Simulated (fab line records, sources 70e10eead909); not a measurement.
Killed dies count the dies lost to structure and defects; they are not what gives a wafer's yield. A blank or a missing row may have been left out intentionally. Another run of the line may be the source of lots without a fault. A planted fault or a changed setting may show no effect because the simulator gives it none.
Chamber matching :: flow nand harc :: rie diel-12 running NHARC_A_M1_ETCH_35: 4 sister chambers
The step etches the open film in N2/H2, target depth 40 nm, overetch 12 nm, time 43.94 s. 4 wafers are shown with their chamber, then 9 later ones without.

WAFERS WITH THEIR CHAMBER
wafer: L084.5
chamber: 2
rf vpp V (V): 425.5

wafer: L087.5
chamber: 3
rf vpp V (V): 428.2

wafer: L085.3
chamber: 0
rf vpp V (V): 430.4

wafer: L085.5
chamber: 1
rf vpp V (V): 425.7

WAFERS MISSING THEIR CHAMBER
wafer: L088.2
rf vpp V (V): 429.4

wafer: L088.3
rf vpp V (V): 427.9

wafer: L088.6
rf vpp V (V): 431.1

wafer: L089.2
rf vpp V (V): 425.8

wafer: L089.3
rf vpp V (V): 427.8

wafer: L089.4
rf vpp V (V): 431.1

wafer: L095.3
rf vpp V (V): 428.3

wafer: L095.4
rf vpp V (V): 427.6

wafer: L095.5
rf vpp V (V): 431.2

WHICH CHAMBER EACH WENT THROUGH
wafer: L088.2
from the rows above: can't be placed: 0 or 3
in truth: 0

wafer: L088.3
from the rows above: 3
in truth: 3

wafer: L088.6
from the rows above: 0
in truth: 0

wafer: L089.2
from the rows above: can't be placed: 1 or 2
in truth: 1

wafer: L089.3
from the rows above: 3
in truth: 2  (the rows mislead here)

wafer: L089.4
from the rows above: 0
in truth: 0

wafer: L095.3
from the rows above: 3
in truth: 3

wafer: L095.4
from the rows above: 3
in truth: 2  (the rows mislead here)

wafer: L095.5
from the rows above: 0
in truth: 0
Correctly placed: 5 of 9. From these rows, 2 cannot be placed; in 2 the true chamber is one of the candidates. Wrongly placed: 2.
How it was worked out, from the rows above alone: a wafer's distance from a chamber is the root of the sum, over the readings, of the square of ((its reading less the chamber's mean) divided by the reading's scatter). The wafer belongs to the nearest chamber; if the next one is less than 2 further off, it can't be placed. For every chamber, the mean is computed from those of its wafers that are shown. The scatter: with one shown wafer a chamber, the root of the mean of the squares of how far each hidden wafer lies from its nearest shown one.
